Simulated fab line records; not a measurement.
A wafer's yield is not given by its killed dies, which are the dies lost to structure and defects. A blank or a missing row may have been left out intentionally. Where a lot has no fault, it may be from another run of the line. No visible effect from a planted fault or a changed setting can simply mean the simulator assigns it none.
Matching of chambers / flow nandHarc / NHARC_A_M1_PRE_CLEAN_32 on pecvd-04 has 3 sister chambers
The step time 12 s. 3 wafers are shown with their chamber, then 8 later ones without.

== WAFERS WITH THEIR CHAMBER ==
wafer=L928.2; chamber=2; heaterPowerW (W)=703
wafer=L935.6; chamber=1; heaterPowerW (W)=739
wafer=L934.2; chamber=0; heaterPowerW (W)=640

== WAFERS WITHOUT THEIR CHAMBER ==
wafer=L934.3; heaterPowerW (W)=775
wafer=L934.6; heaterPowerW (W)=642
wafer=L937.1; heaterPowerW (W)=748
wafer=L937.3; heaterPowerW (W)=623
wafer=L937.6; heaterPowerW (W)=769
wafer=L936.2; heaterPowerW (W)=714
wafer=L936.3; heaterPowerW (W)=523
wafer=L936.6; heaterPowerW (W)=720

== WHICH CHAMBER EACH WENT THROUGH ==
wafer=L934.3; from the rows above=can't be placed: 1 or 2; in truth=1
wafer=L934.6; from the rows above=can't be placed: 0 or 2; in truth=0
wafer=L937.1; from the rows above=can't be placed: 1 or 2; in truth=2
wafer=L937.3; from the rows above=can't be placed: 0 or 2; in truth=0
wafer=L937.6; from the rows above=can't be placed: 1 or 2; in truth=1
wafer=L936.2; from the rows above=can't be placed: 2 or 1 or 0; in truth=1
wafer=L936.3; from the rows above=can't be placed: 0 or 2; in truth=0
wafer=L936.6; from the rows above=can't be placed: 2 or 1 or 0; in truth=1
Correctly placed: 0 of 8. From these rows, 8 cannot be placed; in 8 the true chamber is one of the candidates. Wrongly placed: 0.
How it was worked out, from the rows above alone: a wafer's distance from a chamber is the root of the sum, over the readings, of the square of ((its reading less the chamber's mean) divided by the reading's scatter). If the next closest chamber is less than 2 further off than the closest, the wafer can't be placed; otherwise it belongs to the closest. For every chamber, the mean is computed from those of its wafers that are shown. The scatter (one wafer shown for each chamber): square how far every hidden wafer sits from the nearest shown wafer, average those squares and take the square root.
